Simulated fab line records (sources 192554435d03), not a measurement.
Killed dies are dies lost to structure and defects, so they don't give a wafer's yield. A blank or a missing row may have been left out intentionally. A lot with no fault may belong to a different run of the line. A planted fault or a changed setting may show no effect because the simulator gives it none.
Split-lot study | flow n5 finfet | route with 1938 steps; 7 lots, 21 wafers read

== THE SPLIT ==
At N5_BEOL_M12_COAT_04 (resist thk 400 nm), the setting spin rpm was moved away from the recipe's 1625 rpm on 10 of the 21 wafers read, by -9.9% to +10.2%. The other wafers ran this setting at the recipe's value.

== FROM THE SPLIT ON TO THE READING: in between, the file shows 1 step ==
- N5_BEOL_M12_ETCH_59: etches BARC in N2/H2, target depth 89 nm, overetch 26.7 nm, time 67.9 s (also split here: h2 flow sccm)

== THE READING ==
coat_of_BEOL_M12_COAT_04.thk nm (the simulator's own value, which no gauge read), in nm, at N5_BEOL_M12_VIA_ETCH_16 (etches SiOC in C4F8/O2/Ar, target depth 724.8 nm). No usual value for it is given in the file. The 11 wafers here that ran the recipe average 120.6 nm, standard deviation 2.5 nm.

wafer  | tool, chamber at the split | spin rpm as run, rpm | against the recipe | coat_of_BEOL_M12_COAT_04.thk nm, nm | against lot-mates on the recipe
L074.1 | litho track-03, 0          | 1625                 | recipe             | 120.2                               | -
L074.4 | litho track-03, 0          | 1705                 | +4.9%              | 110                                 | -10.9
L074.5 | litho track-03, 0          | 1625                 | recipe             | 121.6                               | -
L075.3 | litho track-03, 0          | 1625                 | recipe             | 121.6                               | -
L075.4 | litho track-03, 0          | 1625                 | recipe             | 117.6                               | -
L075.5 | litho track-03, 0          | 1625                 | recipe             | 116.8                               | -
L085.2 | litho track-03, 0          | 1625                 | recipe             | 121                                 | -
L085.3 | litho track-03, 0          | 1625                 | recipe             | 123.8                               | -
L085.4 | litho track-03, 0          | 1497                 | -7.9%              | 134.8                               | +12.4
L086.2 | litho track-01, 0          | 1789                 | +10.1%             | 102.2                               | -20.8
L086.3 | litho track-01, 0          | 1789                 | +10.1%             | 107.2                               | -15.8
L086.4 | litho track-01, 0          | 1625                 | recipe             | 123                                 | -
L089.2 | litho track-03, 0          | 1791                 | +10.2%             | 107                                 | -16.0
L089.4 | litho track-03, 0          | 1791                 | +10.2%             | 103.8                               | -19.2
L089.5 | litho track-03, 0          | 1625                 | recipe             | 123                                 | -
L095.3 | litho track-03, 0          | 1517                 | -6.6%              | 135.8                               | +19.4
L095.4 | litho track-03, 0          | 1517                 | -6.6%              | 135.2                               | +18.8
L095.5 | litho track-03, 0          | 1625                 | recipe             | 116.4                               | -
L096.3 | litho track-01, 0          | 1464                 | -9.9%              | 142.6                               | +20.6
L096.5 | litho track-01, 0          | 1625                 | recipe             | 122                                 | -
L096.6 | litho track-01, 0          | 1464                 | -9.9%              | 144                                 | +22.0

FIT RESULTS
A straight line over all 21 wafers: coat_of_BEOL_M12_COAT_04.thk nm changes by -1.85 nm for each +1% of spin rpm; r = -0.97; the points scatter about the line by 2.8 nm.
The same after taking each lot's own level away (the mean of its wafers on the recipe; 21 wafers): -1.99 nm for each +1%; r = -0.98; scatter 2.6 nm.
The reading moves by 20 nm for the largest change in spin rpm, on that fit.
Measured against the standard deviation above, the lots' own levels, which go from 116.40 to 123.00 nm, span 2.7 times it.
The two slopes are in agreement: the lot-to-lot level therefore moves the slope only a little.
Check: for one of the wafers moved furthest among these (+10.2%), held out of the fit, the line's prediction against its lot-mates is -20.1 nm. Against them it came out at -16 nm.

== ADDITIONAL SPLITS CARRIED BY THESE WAFERS ==
Before the reading, these wafers also passed through other splits. Each is held against what the fit with the lots' levels taken away leaves over:
other split on the same wafers   | wafers away from the commonest value | r with coat_of_BEOL_M12_COAT_04.thk nm (lot level and that fit taken away)
N5_BEOL_M8_TRENCH_ETCH_37 bias w | 9                                    | -0.13
N5_BEOL_M11_PECVD_70 time s      | 9                                    | +0.12
N5_BEOL_M11_COAT_60 spin rpm     | 12                                   | -0.07
N5_BEOL_M12_ETCH_59 h2 flow sccm | 4                                    | +0.00

== THE WHOLE CHAIN: every reading that the file lists as answering this split, in the file's order ==
step                    | what it does                                     | reading                                                                          | change (the file's fit)              | r (the file's)
N5_BEOL_M12_COAT_04     | resist thk 400 nm                                | coat_of_BEOL_M12_COAT_04.thk nm (the simulator's own value, which no gauge read) | -2.06 nm for each +1% of the setting | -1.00
N5_BEOL_M12_VIA_ETCH_16 | etches SiOC in C4F8/O2/Ar, target depth 724.8 nm | coat_of_BEOL_M12_COAT_04.thk nm (the simulator's own value, which no gauge read) | -1.96 nm for each +1% of the setting | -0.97
N5_BEOL_M12_STRIP_63    | strips in N2/H2                                  | strip time to endpoint s                                                         | withheld for each +1% of the setting | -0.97

== THE FILE'S OWN FIT ==
coat_of_BEOL_M12_COAT_04.thk nm changes by -1.96 nm for each +1% of spin rpm, r = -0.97.
